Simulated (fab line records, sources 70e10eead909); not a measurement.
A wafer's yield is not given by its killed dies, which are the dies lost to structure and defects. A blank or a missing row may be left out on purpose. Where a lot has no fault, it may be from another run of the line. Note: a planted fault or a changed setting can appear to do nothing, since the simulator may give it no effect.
A single fault, viewed from 2 desks	flow nand-harc	each desk holds nothing but its own numbers, with what lay behind them at the end

THE METROLOGY DESK
What the gauges read, lot by lot, whatever tool the lot ran on: means of the sampled wafers that have a number. A lot is out of limits, marked OUT, if its mean lies more than 4 standard deviations from the usual mean; the brackets give that distance.
Columns: A = cd-nm at NHARC_P_GATE_CD_MEAS_91, usual 1999.5 nm
lot	first seen here	A
L887	day 6 23:34	2000.9
L888	day 7 13:10	1999.2
L892	day 9 00:14	1998.7
L894	day 10 04:42	1999.6
L904	day 14 05:17	2000.1
L905	day 14 11:11	1999.1
This desk's finding: nothing out of limits on any of the 6 lots.

THE DEFECT DESK
Counts from the inspections along the route, per lot, as means over the sampled wafers that have a number. A lot is out of limits, marked OUT, if its mean lies more than 4 standard deviations from the usual mean; the brackets give that distance.
Columns: A = raw-defect-count at NHARC_P_GATE_INSPECT_68, usual 201
lot	first seen here	A
L887	day 7 02:38	203
L888	day 7 16:34	227
L892	day 9 03:20	224
L894	day 10 07:47	188
L904	day 14 08:32	570 (+5.9) OUT
L905	day 14 14:15	599 (+6.4) OUT
This desk finds L904, L905 out of limits, L904 being first, at day 14 08:32 (raw-defect-count at NHARC_P_GATE_INSPECT_68). L887, L888, L892, L894: within limits.

PUT TOGETHER
The defect desk could have raised an alarm at day 14 08:32, on L904, L905.
At the metrology desk, nothing out of limits was observed.
The metrology desk has L904, L905 on record, within its limits.
All the named lots went through NHARC_P_GATE_SPUTTER_78 on pvd-sputter-02.

WHAT THE SIMULATOR HAD INSERTED
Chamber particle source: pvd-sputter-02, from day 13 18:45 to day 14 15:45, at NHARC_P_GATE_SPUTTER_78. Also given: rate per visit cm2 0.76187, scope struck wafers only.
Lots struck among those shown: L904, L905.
Hours from the fault's start to each desk's first reading out of limits: the defect desk, 14.
